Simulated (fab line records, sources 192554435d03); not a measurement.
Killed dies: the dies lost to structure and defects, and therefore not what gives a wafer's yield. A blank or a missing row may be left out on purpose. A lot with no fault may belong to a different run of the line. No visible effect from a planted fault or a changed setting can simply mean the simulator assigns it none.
fab line records    flow n5_finfet
record lots=7  wafers=21
route steps=1938 shown BEOL_M5@1130 BEOL_M6@1197 BEOL_M7@1289 BEOL_M8@1374 BEOL_M10@1509 BEOL_M11@1575
start_h: hours from the record's opening day to when the first of the lot's shown wafers began    wait_h: hours from the lot's prior step to this one    " as in the row above    L1.1+2: a single row standing in for several wafers    - either no value or no given start    * or withheld: withheld    < > ~ a bound
route shown NAME@n: names a module that has steps shown in the file, with the first one's number in the route    usual: mean/standard deviation of fault-free wafers    same: alike in all rows    chamber/n: place in a boat    sites: per-site readings    _std_site: the values' standard deviation    _edge_site: mean of outer sites minus mean of inner sites    radius_mm: how far each site lies from the wafer's centre    mask NAME#n: copy n    behind: the last tool/chamber to shape the wafer    hold: the reason the lot was held/the length of the hold in hours/how it ended    device: names the non-switching transistor (n, p or np)    end of line: tests of these same wafers at the route's end    step lacking rows: just its recipe    killed: not the wafer's yield, but the dies lost to structure and defects at the first sort    map: dies across one wafer; x = killed, . = not, _ = none there
set.NAME: setting as actually run; set.NAME@STEP: the setting as run at that earlier step    model.NAME: the simulator's own value behind a step, which no gauge read
lots where settings were altered on purpose, with a table for each step and a row for each wafer
## steps
# step N5_BEOL_M5_ETCH_72
# recipe chemistry=N2/H2  target=underlayer  target_depth_a=65  mask_material=CAR-EUV  time_s=5.2  ion_energy_ev=200  pressure_mtorr=30  source_w=840  bias_w=150  n2_flow_sccm=200  h2_flow_sccm=200  ends=cleared
# usual etch_rf_on_time_s=5.22/0.074  rf_vpp_V=524/3.2
lot.wafer  tool         chamber  start_h  wait_h  set.bias_w  etch_rf_on_time_s  rf_vpp_V
L075.1     rie_diel-02  3        211.38   0.0     150         5.08               525
L075.2     "            2        "        "       150         5.10               525
L075.5     "            3        "        "       138.6       5.29               499
L080.2     rie_diel-01  3        249.51   0.0     134.1       5.55               489
L080.5     "            3        "        "       134.1       5.57               490
L080.6     "            0        "        "       134.1       5.63               490
L081.1     rie_diel-04  3        255.52   0.0     126.9       5.68               465
L081.3     "            1        "        "       126.9       5.65               473
L081.5     "            0        "        "       126.9       5.79               468
L084.1     rie_diel-04  3        281.10   0.0     150         5.30               517
L084.2     "            0        "        "       150         5.30               524
L084.3     "            1        "        "       150         5.17               523
L088.2     rie_diel-04  1        293.74   0.0     150         5.11               524
L088.3     "            0        "        "       150         5.20               522
L088.5     "            1        "        "       150         5.16               525
L092.1     rie_diel-04  2        326.15   0.0     150         5.11               526
L092.4     "            1        "        "       150         5.15               524
L092.5     "            1        "        "       169.1       4.83               567
L096.1     rie_diel-04  0        326.54   0.0     166.5       4.96               556
L096.2     "            2        "        "       150         5.13               527
L096.3     "            3        "        "       150         5.19               519
# step N5_BEOL_M5_ETCH_62
# recipe chemistry=N2/H2  target=SOC  target_depth_a=750  overetch_a=150  mask_material=SiARC  temp_c=40  time_s=112.5  ion_energy_ev=200  pressure_mtorr=30  source_w=840  bias_w=150  n2_flow_sccm=200  h2_flow_sccm=200
# usual rf_vpp_V=524/3.2
lot.wafer  tool         chamber  start_h  wait_h  set.source_w  rf_vpp_V
L075.1     rie_diel-02  3        211.43   0.0     840           525
L075.2     "            2        "        "       900.1         513
L075.5     "            3        "        "       900.1         513
L080.2     rie_diel-01  3        249.55   0.0     840           525
L080.5     "            3        "        "       840           527
L080.6     "            0        "        "       840           527
L081.1     rie_diel-04  3        255.56   0.0     966.7         495
L081.3     "            1        "        "       840           524
L081.5     "            0        "        "       966.7         498
L084.1     rie_diel-04  3        281.14   0.0     840           518
L084.2     "            0        "        "       840           521
L084.3     "            1        "        "       840           524
L088.2     rie_diel-04  1        293.79   0.0     840           524
L088.3     "            0        "        "       840           522
L088.5     "            1        "        "       840           523
L092.1     rie_diel-04  2        326.19   0.0     840           526
L092.4     "            1        "        "       840           523
L092.5     "            1        "        "       840           524
L096.1     rie_diel-04  0        326.59   0.0     881           513
L096.2     "            2        "        "       840           525
L096.3     "            3        "        "       881           509
# step N5_BEOL_M6_PECVD_70
# recipe material=SiO2  target_thk_a=200  temp_c=400  precursor=TEOS/O2  pressure_torr=5.5  rf_w=450  teos_flow_sccm=53.8  gas=O2  flow_sccm=3000  time_s=22.7
lot.wafer  tool      chamber  start_h  wait_h  set.temp_c  model.SiO2_of_BEOL_M6_PECVD_70.thk_nm
L075.1+2   pecvd-01  1,0      221.25   0.1     384.9       21.8
L075.5     "         2        "        "       384.9       22
L080.2     pecvd-04  1        259.17   0.0     384.6       22.2
L080.5     "         0        "        "       400         20.6
L080.6     "         1        "        "       384.6       22.8
L081.1     pecvd-01  0        265.75   0.0     400         20
L081.3     "         2        "        "       400         19.8
L081.5     "         2        "        "       400         20.2
L084.1     pecvd-04  0        291.56   0.0     412.8       18.4
L084.2     "         1        "        "       400         19.8
L084.3     "         2        "        "       412.8       18.2
L088.2     pecvd-04  0        304.17   0.0     400         20
L088.3     "         2        "        "       400         20.2
L088.5     "         1        "        "       400         20.6
L096.1+2   pecvd-04  1,2      336.47   0.0     400         20
L096.3     "         0        "        "       407.2       19.2
L092.1     pecvd-01  0        338.30   0.0     400         19.6
L092.4     "         0        "        "       383.6       21.8
L092.5     "         1        "        "       383.6       22
# step N5_BEOL_M6_TRENCH_ETCH_37
# recipe chemistry=C4F6/O2  target_depth_a=944.35  target=SiCOH_lowk  time_s=31.5  ion_energy_ev=250  pressure_mtorr=30  source_w=345  bias_w=185  Ar_flow_sccm=300  C4F6_flow_sccm=10  O2_flow_sccm=10
# usual rf_vpp_V=661/6.2
lot.wafer  tool         chamber  start_h  wait_h  set.source_w  rf_vpp_V  model.BEOL_M6.feature_depth_nm  model.etch.depth_nm
L075.1     rie_diel-03  0        -        -       304.3         693       87.6                            87.53
L075.2     "            3        "        "       304.3         709       87.8                            87.77
L075.5     "            1        "        "       345           661       94.6                            94.5
L080.2     rie_diel-06  3        -        -       313.6         704       93                              92.9
L080.5     "            1        "        "       345           659       93.4                            93.36
L080.6     "            2        "        "       345           660       94.4                            94.37
L081.1     rie_diel-03  1        -        -       345           660       95.2                            95.19
L081.3     "            2        "        "       290.6         726       88.4                            88.49
L081.5     "            0        "        "       290.6         710       85.4                            85.46
L084.1     rie_diel-06  0        -        -       390.2         628       99.4                            99.36
L084.2     "            2        "        "       345           659       93                              93.03
L084.3     "            1        "        "       345           659       93.4                            93.33
L088.2     rie_diel-06  3        -        -       345           670       97                              97.03
L088.3     "            2        "        "       345           660       93.6                            93.57
L088.5     "            0        "        "       345           669       95.6                            95.69
L096.1     rie_diel-06  2        -        -       345           661       94.2                            94.15
L096.2     "            0        "        "       345           668       96.2                            96.21
L096.3     "            3        "        "       345           670       97.4                            97.44
L092.1     rie_diel-03  3        -        -       345           664       93.8                            93.82
L092.4     "            2        "        "       345           665       94.6                            94.6
L092.5     "            2        "        "       396           620       100.2                           100.3
# step N5_BEOL_M6_ETCH_41
# recipe chemistry=CH3F/O2  target=SiCN  target_depth_a=297  taper_deg=2  time_s=52  ion_energy_ev=120  mask_material=TiN  pressure_mtorr=30  source_w=395  bias_w=75  Ar_flow_sccm=150  CH3F_flow_sccm=30  O2_flow_sccm=20
# step N5_BEOL_M6_STRIP_80
# recipe chemistry=N2/H2  time_s=10  power_w=450  temp_c=40  pressure_mtorr=20  rf_frequency_hz=6e+07  bias_power_w=7  n2_flow_sccm=200  h2_flow_sccm=200
# step N5_BEOL_M6_OCD_MEAS_38
# usual trench_depth_nm=94.5/1.7
lot.wafer  tool    chamber  start_h  wait_h  set.source_w@BEOL_M6_TRENCH_ETCH_37  trench_depth_nm
L075.1     ocd-01  -        227.50   -       304.3                                87.5
L075.2     "       -        "        "       304.3                                87.4
L075.5     "       -        "        "       345                                  94.5
L080.2     ocd-01  -        263.90   -       313.6                                92.8
L080.5     "       -        "        "       345                                  93.2
L080.6     "       -        "        "       345                                  94.0
L081.1     ocd-01  -        270.36   -       345                                  95.2
L081.3     "       -        "        "       290.6                                88.5
L081.5     "       -        "        "       290.6                                85.3
L084.1     ocd-01  -        296.68   -       390.2                                99.3
L084.2     "       -        "        "       345                                  92.8
L084.3     "       -        "        "       345                                  93.2
L088.2     ocd-01  -        308.88   -       345                                  96.7
L088.3     "       -        "        "       345                                  94.1
L088.5     "       -        "        "       345                                  95.5
L096.1     ocd-01  -        339.41   -       345                                  94.3
L096.2     "       -        "        "       345                                  96.3
L096.3     "       -        "        "       345                                  97.1
L092.1     ocd-01  -        343.27   -       345                                  93.6
L092.4     "       -        "        "       345                                  94.9
L092.5     "       -        "        "       396                                  100.6
# step N5_BEOL_M6_HM_STRIP_39
# recipe chemistry=peroxide_tin_strip  material=TiN  target_depth_a=250  temp_c=50  time_s=158
lot.wafer  tool          chamber  start_h  wait_h  set.temp_c@BEOL_M6_PECVD_70  model.SiO2_of_BEOL_M6_PECVD_70.thk_nm
L075.1+2   wet_bench-01  5,1      227.54   0.0     384.9                        21.6
L075.5     "             3        "        "       384.9                        21.8
L080.2     wet_bench-02  4        263.93   0.0     384.6                        22
L080.5     "             1        "        "       400                          20.4
L080.6     "             5        "        "       384.6                        22.6
L081.1+3   wet_bench-01  2,4      270.40   0.0     400                          19.8
L081.5     "             5        "        "       400                          20
L084.1     wet_bench-02  2        296.71   0.0     412.8                        18.2
L084.2     "             1        "        "       400                          19.6
L084.3     "             4        "        "       412.8                        18
L088.2     wet_bench-02  4        308.91   0.0     400                          19.8
L088.3     "             5        "        "       400                          20
L088.5     "             3        "        "       400                          20.4
L096.1+2   wet_bench-01  2,3      339.44   0.0     400                          19.8
L096.3     "             1        "        "       407.2                        19
L092.1     wet_bench-02  1        343.30   0.0     400                          19.4
L092.4+5   "             6,2      "        "       383.6                        21.8
# step N5_BEOL_M6_ALD_77
# recipe material=TaN  target_thk_a=20  temp_c=275  ald_precursor_family=PDMAT  ald_co_reactant=NH3  pressure_torr=3  carrier_flow_sccm=1500  pulse_time_s=2  purge_time_s=3  co_reactant_purge_time_s=2  co_reactant_pulse_time_s=3  ald_cycles=40  precursor_vessel_temp_c=75  precursor_vessel_pressure_torr=26.25  precursor_vessel_carrier_sccm=1000
lot.wafer   tool          chamber  start_h  wait_h  set.co_reactant_pulse_time_s
L075.1+5    ald_metal-02  2,0      228.39   0.1     3
L075.2      "             3        "        "       2.821
L080.2      ald_metal-01  1        264.72   0.0     3.448
L080.5+6    "             1,0      "        "       3
L081.1+3    ald_metal-01  2,1      271.42   0.1     3
L081.5      "             1        "        "       3.321
L084.1+2    ald_metal-03  1,0      297.47   0.1     3.541
L084.3      "             3        "        "       3
L088.2+3+5  ald_metal-02  3,1,1    311.08   0.0     3
L096.1      ald_metal-01  3        340.08   0.1     3
L096.2+3    "             1,2      "        "       2.331
L092.1+5    ald_metal-01  0,1      343.91   0.0     3
L092.4      "             3        "        "       2.544
# step N5_BEOL_M6_SURFACE_TREAT_79
# recipe gas=Ar  time_s=*  ion_energy_ev=*  ion_current_ma_cm2=0.5  pressure_mtorr=*  ar_flow_sccm=30
# step N5_BEOL_M6_CVD_78
# recipe material=Co  target_thk_a=20  temp_c=withheld  precursor=CCTBA/H2  pressure_torr=30  time_s=142.3
# step N5_BEOL_M6_ANNEAL_51
# recipe temp_c=225  time_s=90  ambient=N2
# step N5_BEOL_M6_CMP_52
# recipe stop_on=SiCOH_lowk  t_overpolish_s=6.9  down_force_psi=1  platen_rpm=50  clearing_platen_down_force_psi=1.5  clearing_platen_rpm=50  post_cmp_clean=cu_alkaline  target_thk_nm=80  clearing_platen_pad_velocity_m_s=0.99484  pad_velocity_m_s=0.99484
# step N5_BEOL_M6_THK_MEAS_53
# recipe thk_meas_gauge=xrf  reads=Cu_of_BEOL_M6_ECD_50
# usual M6_THK=78.5/2.1
lot.wafer  tool           chamber  start_h  wait_h  set.source_w@BEOL_M6_TRENCH_ETCH_37  M6_THK[nm]
L075.1     film_metro-01  -        229.83   -       304.3                                68.9
L075.2     "              -        "        "       304.3                                69.4
L075.5     "              -        "        "       345                                  77.5
L080.2     film_metro-02  -        266.13   -       313.6                                77.9
L080.5     "              -        "        "       345                                  77.1
L080.6     "              -        "        "       345                                  78.2
L081.1     film_metro-02  -        273.11   -       345                                  77.8
L081.3     "              -        "        "       290.6                                72.9
L081.5     "              -        "        "       290.6                                70.7
L084.1     film_metro-01  -        298.75   -       390.2                                82.8
L084.2     "              -        "        "       345                                  77.0
L084.3     "              -        "        "       345                                  76.9
L088.2     film_metro-01  -        312.84   -       345                                  79.9
L088.3     "              -        "        "       345                                  76.3
L088.5     "              -        "        "       345                                  78.2
L096.1     film_metro-02  -        343.01   -       345                                  77.7
L096.2     "              -        "        "       345                                  79.5
L096.3     "              -        "        "       345                                  81.8
L092.1     film_metro-01  -        345.55   -       345                                  77.6
L092.4     "              -        "        "       345                                  79.3
L092.5     "              -        "        "       396                                  85.6
# step N5_BEOL_M7_COAT_71
# recipe resist=underlayer  temp_c=205  time_s=60  spin_rpm=1500  resist_thk_nm=5
lot.wafer   tool            chamber  start_h  wait_h  set.spin_rpm
L075.1+2    litho_track-03  0        -        -       1500
L075.5      "               0        "        "       1549
L080.2+6    litho_track-05  0        -        -       1342
L080.5      "               0        "        "       1500
L081.1+3+5  litho_track-01  0        -        -       1500
L084.1+3    litho_track-01  0        -        -       1599
L084.2      "               0        "        "       1500
L088.2+3+5  litho_track-03  0        -        -       1500
L096.1+2+3  litho_track-03  0        -        -       1500
L092.1+4+5  litho_track-03  0        -        -       1500
# step N5_BEOL_M7_DESCUM_33
# recipe chemistry=O2  time_s=7  source_power_w=50  bias_power_w=20  pressure_mtorr=20  rf_frequency_hz=2.712e+07  temp_c=40  resist=CAR-EUV  o2_flow_sccm=225
lot.wafer  tool         chamber  start_h  wait_h  set.time_s  model.CAR-EUV_of_BEOL_M7_COAT_22.thk_nm
L075.1+2   rie_diel-01  1,2      234.59   0.0     7           26
L075.5     "            0        "        "       7           26.2
L080.2+6   rie_diel-02  2,3      269.92   0.1     5.497       26.8
L080.5     "            0        "        "       7           26
L081.1     rie_diel-01  0        278.20   0.0     7.623       25.6
L081.3+5   "            3,0      "        "       7           26
L084.1     rie_diel-01  1        304.00   0.0     7.572       25.8
L084.2     "            2        "        "       7           26.2
L084.3     "            0        "        "       7           26
L088.2+3   rie_diel-04  1,0      317.57   0.0     7           26
L088.5     "            3        "        "       7           26.2
L096.1+3   rie_diel-02  2,3      346.01   0.0     7           26
L096.2     "            0        "        "       7.959       25.4
L092.1     rie_diel-02  2        351.23   0.2     7           26
L092.4     "            3        "        "       6.141       26.6
L092.5     "            2        "        "       6.141       26.4
# step N5_BEOL_M7_ETCH_72
# recipe chemistry=N2/H2  target=underlayer  target_depth_a=65  mask_material=CAR-EUV  time_s=5.2  ion_energy_ev=200  pressure_mtorr=30  source_w=840  bias_w=150  n2_flow_sccm=200  h2_flow_sccm=200  ends=cleared
lot.wafer  tool         chamber  start_h  wait_h  set.spin_rpm@BEOL_M7_COAT_71  model.etch.depth_nm
L075.1     rie_diel-01  1        234.63   0.0     1500                          4.988
L075.2     "            2        "        "       1500                          4.998
L075.5     "            0        "        "       1549                          4.923
L080.2     rie_diel-02  2        269.96   0.0     1342                          5.304
L080.5     "            0        "        "       1500                          5.014
L080.6     "            3        "        "       1342                          5.292
L081.1     rie_diel-01  0        278.23   0.0     1500                          4.984
L081.3     "            3        "        "       1500                          4.993
L081.5     "            0        "        "       1500                          4.985
L084.1     rie_diel-01  1        304.04   0.0     1599                          4.868
L084.2     "            2        "        "       1500                          5.011
L084.3     "            0        "        "       1599                          4.85
L088.2     rie_diel-04  1        317.60   0.0     1500                          5.007
L088.3     "            0        "        "       1500                          4.992
L088.5     "            3        "        "       1500                          4.993
L096.1     rie_diel-02  2        346.05   0.0     1500                          4.998
L096.2     "            0        "        "       1500                          4.999
L096.3     "            3        "        "       1500                          5.001
L092.1     rie_diel-02  2        351.26   0.0     1500                          4.987
L092.4     "            3        "        "       1500                          5.004
L092.5     "            2        "        "       1500                          4.991
# step N5_BEOL_M8_VIA_ETCH_34
# recipe chemistry=C4F6/O2  target=SiCOH_lowk  target_depth_a=1255  mask_material=SOC  taper_deg=4  time_s=50.5  ion_energy_ev=250  pressure_mtorr=30  source_w=345  bias_w=185  Ar_flow_sccm=300  C4F6_flow_sccm=10  O2_flow_sccm=10
# usual rf_vpp_V=661/5.7
lot.wafer  tool         chamber  start_h  wait_h  set.bias_w  rf_vpp_V
L075.1     rie_diel-03  2        247.29   0.0     185         665
L075.2     "            3        "        "       185         665
L075.5     "            2        "        "       185         665
L080.2     rie_diel-05  0        278.65   0.0     185         661
L080.5     "            2        "        "       185         659
L080.6     "            1        "        "       185         653
L081.1     rie_diel-03  2        287.34   0.0     215.9       751
L081.3     "            1        "        "       215.9       747
L081.5     "            1        "        "       185         662
L084.1     rie_diel-03  2        313.45   0.0     185         663
L084.2     "            0        "        "       167         598
L084.3     "            3        "        "       185         664
L088.2     rie_diel-06  3        325.27   0.0     185         671
L088.3     "            1        "        "       185         660
L088.5     "            2        "        "       185         659
L096.1     rie_diel-05  3        356.16   0.0     167.8       604
L096.2     "            2        "        "       167.8       610
L096.3     "            0        "        "       185         659
L092.1     rie_diel-05  0        361.09   0.0     216         747
L092.4     "            3        "        "       185         653
L092.5     "            3        "        "       185         652
# step N5_BEOL_M10_VIA_ETCH_34
# recipe chemistry=C4F6/O2  target=SiCOH_lowk  target_depth_a=1845  mask_material=SOC  taper_deg=4  time_s=69.2  ion_energy_ev=250  pressure_mtorr=30  source_w=345  bias_w=185  Ar_flow_sccm=300  C4F6_flow_sccm=10  O2_flow_sccm=10
lot.wafer  tool         chamber  start_h  wait_h  set.time_s  model.etch.depth_nm  model.SOC_of_BEOL_M10_COAT_63.thk_nm
L075.1     rie_diel-03  1        263.00   0.0     76.07       205.8                90.8
L075.2     "            3        "        "       69.2        182.2                91.8
L075.5     "            2        "        "       76.07       205                  90.8
L080.2     rie_diel-05  3        297.03   0.0     69.2        181.6                92.2
L080.5     "            3        "        "       69.2        180.9                92
L080.6     "            2        "        "       64.99       170.3                92.4
L081.1     rie_diel-03  2        303.50   0.0     69.2        187.2                91.8
L081.3     "            3        "        "       74.87       199.7                91.4
L081.5     "            0        "        "       74.87       192.7                91.8
L084.1     rie_diel-05  1        328.25   0.0     69.2        184.4                91.6
L084.2     "            2        "        "       69.2        180.6                91.8
L084.3     "            0        "        "       73.76       199.5                91.6
L088.2     rie_diel-06  2        344.68   0.0     69.2        182.7                92.2
L088.3     "            0        "        "       69.2        185.7                92.2
L088.5     "            1        "        "       69.2        183.1                92.6
L096.1     rie_diel-03  3        370.10   0.0     64.66       173                  92.4
L096.2     "            0        "        "       69.2        178.3                92
L096.3     "            2        "        "       64.66       175.4                92.4
L092.1     rie_diel-05  3        380.73   0.0     69.2        189.8                91.8
L092.4     "            0        "        "       69.2        188.9                91.8
L092.5     "            3        "        "       58.48       158.1                93.2
# step N5_BEOL_M10_ETCH_41
# recipe chemistry=CH3F/O2  target=SiCN  target_depth_a=426  taper_deg=2  time_s=86  ion_energy_ev=120  mask_material=TiN  pressure_mtorr=30  source_w=395  bias_w=75  Ar_flow_sccm=150  CH3F_flow_sccm=30  O2_flow_sccm=20
# usual rf_vpp_V=296.8/1.6
lot.wafer  tool         chamber  start_h  wait_h  set.source_w  rf_vpp_V
L075.1     rie_diel-03  1        -        -       395           295.7
L075.2     "            3        "        "       437.8         287.0
L075.5     "            2        "        "       437.8         289.6
L080.2     rie_diel-05  3        -        -       417.4         291.1
L080.5     "            3        "        "       395           296.9
L080.6     "            2        "        "       417.4         292.6
L081.1     rie_diel-03  2        -        -       395           299.1
L081.3     "            3        "        "       346           310.3
L081.5     "            0        "        "       346           309.4
L084.1     rie_diel-05  1        -        -       464.4         284.1
L084.2     "            2        "        "       464.4         279.9
L084.3     "            0        "        "       464.4         279.6
L088.2     rie_diel-06  2        -        -       395           295.7
L088.3     "            0        "        "       395           295.8
L088.5     "            1        "        "       395           294.1
L096.1     rie_diel-03  3        -        -       429.5         287.1
L096.2     "            0        "        "       395           295.8
L096.3     "            2        "        "       429.5         291.3
L092.1     rie_diel-05  3        -        -       355.8         307.9
L092.4     "            0        "        "       355.8         306.5
L092.5     "            3        "        "       355.8         306.8
# step N5_BEOL_M11_VIA_ETCH_34
# recipe chemistry=C4F6/O2  target=SiCOH_lowk  target_depth_a=1845  mask_material=SOC  taper_deg=4  time_s=69.2  ion_energy_ev=250  pressure_mtorr=30  source_w=345  bias_w=185  Ar_flow_sccm=300  C4F6_flow_sccm=10  O2_flow_sccm=10
lot.wafer  tool         chamber  start_h  wait_h  set.time_s  model.etch.depth_nm  model.SOC_of_BEOL_M11_COAT_63.thk_nm
L075.1     rie_diel-01  1        270.37   0.0     69.2        183.7                92.2
L075.2     "            2        "        "       81.35       216.6                90.8
L075.5     "            2        "        "       69.2        185.6                92
L080.2     rie_diel-02  2        306.21   0.0     54.74       150.1                93.4
L080.5     "            1        "        "       69.2        184.2                92.2
L080.6     "            0        "        "       69.2        187.6                92
L081.1     rie_diel-02  2        311.17   0.0     54.75       148.5                94
L081.3     "            0        "        "       69.2        187                  92.4
L081.5     "            3        "        "       54.75       146.7                94
L084.1     rie_diel-04  0        338.58   0.0     69.2        183                  92
L084.2     "            1        "        "       69.2        184.7                91.6
L084.3     "            2        "        "       69.2        187.2                91.6
L088.2     rie_diel-02  3        356.06   0.0     69.2        186.3                91.6
L088.3     "            2        "        "       69.2        188.9                91.8
L088.5     "            1        "        "       69.2        183                  91.8
L096.1     rie_diel-04  3        377.25   0.0     69.2        183.5                92
L096.2     "            1        "        "       69.2        183.6                92.2
L096.3     "            0        "        "       69.2        183                  92.2
L092.1     rie_diel-04  3        390.04   0.0     69.2        182.4                91.8
L092.4     "            1        "        "       69.2        186.4                91.8
L092.5     "            0        "        "       77.73       206.9                91.2
## key
split step=N5_BEOL_M5_ETCH_72  setting=bias_w  stated=150  by=wafer
response step=N5_BEOL_M5_ETCH_72  reading=etch_rf_on_time_s  change=*  per=1%  r=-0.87
response step=N5_BEOL_M5_ETCH_72  reading=rf_vpp_V  change=+3.24  per=1%  r=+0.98
split step=N5_BEOL_M5_ETCH_62  setting=source_w  stated=840  by=wafer
response step=N5_BEOL_M5_ETCH_62  reading=rf_vpp_V  change=-1.86  per=1%  r=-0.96
split step=N5_BEOL_M6_PECVD_70  setting=temp_c  stated=400  by=wafer
response step=N5_BEOL_M6_PECVD_70  reading=model.SiO2_of_BEOL_M6_PECVD_70.thk_nm  change=-0.51  per=1%  r=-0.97
response step=N5_BEOL_M6_HM_STRIP_39  reading=model.SiO2_of_BEOL_M6_PECVD_70.thk_nm  change=-0.519  per=1%  r=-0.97
split step=N5_BEOL_M6_TRENCH_ETCH_37  setting=source_w  stated=345  by=wafer
response step=N5_BEOL_M6_TRENCH_ETCH_37  reading=rf_vpp_V  change=-3.31  per=1%  r=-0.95
response step=N5_BEOL_M6_TRENCH_ETCH_37  reading=model.BEOL_M6.feature_depth_nm  change=+0.454  per=1%  r=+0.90
response step=N5_BEOL_M6_TRENCH_ETCH_37  reading=model.etch.depth_nm  change=+0.453  per=1%  r=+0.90
response step=N5_BEOL_M6_OCD_MEAS_38  reading=trench_depth_nm  change=+0.462  per=1%  r=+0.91
response step=N5_BEOL_M6_THK_MEAS_53  reading=M6_THK  change=+0.434  per=1%  r=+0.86
split step=N5_BEOL_M6_ALD_77  setting=co_reactant_pulse_time_s  stated=3  by=wafer
response none clear
split step=N5_BEOL_M7_COAT_71  setting=spin_rpm  stated=1500  by=wafer
response step=N5_BEOL_M7_ETCH_72  reading=model.etch.depth_nm  change=-0.0256  per=1%  r=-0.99
split step=N5_BEOL_M7_DESCUM_33  setting=time_s  stated=7  by=wafer
response step=N5_BEOL_M7_DESCUM_33  reading=model.CAR-EUV_of_BEOL_M7_COAT_22.thk_nm  change=-0.0397  per=1%  r=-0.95
split step=N5_BEOL_M8_VIA_ETCH_34  setting=bias_w  stated=185  by=wafer
response step=N5_BEOL_M8_VIA_ETCH_34  reading=rf_vpp_V  change=+5.6  per=1%  r=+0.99
split step=N5_BEOL_M10_VIA_ETCH_34  setting=time_s  stated=69.2  by=wafer
response step=N5_BEOL_M10_VIA_ETCH_34  reading=model.etch.depth_nm  change=+1.88  per=1%  r=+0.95
response step=N5_BEOL_M10_VIA_ETCH_34  reading=model.SOC_of_BEOL_M10_COAT_63.thk_nm  change=-0.0725  per=1%  r=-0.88
split step=N5_BEOL_M10_ETCH_41  setting=source_w  stated=395  by=wafer
response step=N5_BEOL_M10_ETCH_41  reading=rf_vpp_V  change=-0.791  per=1%  r=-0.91
split step=N5_BEOL_M11_VIA_ETCH_34  setting=time_s  stated=69.2  by=wafer
response step=N5_BEOL_M11_VIA_ETCH_34  reading=model.etch.depth_nm  change=+1.81  per=1%  r=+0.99
response step=N5_BEOL_M11_VIA_ETCH_34  reading=model.SOC_of_BEOL_M11_COAT_63.thk_nm  change=-0.0681  per=1%  r=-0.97
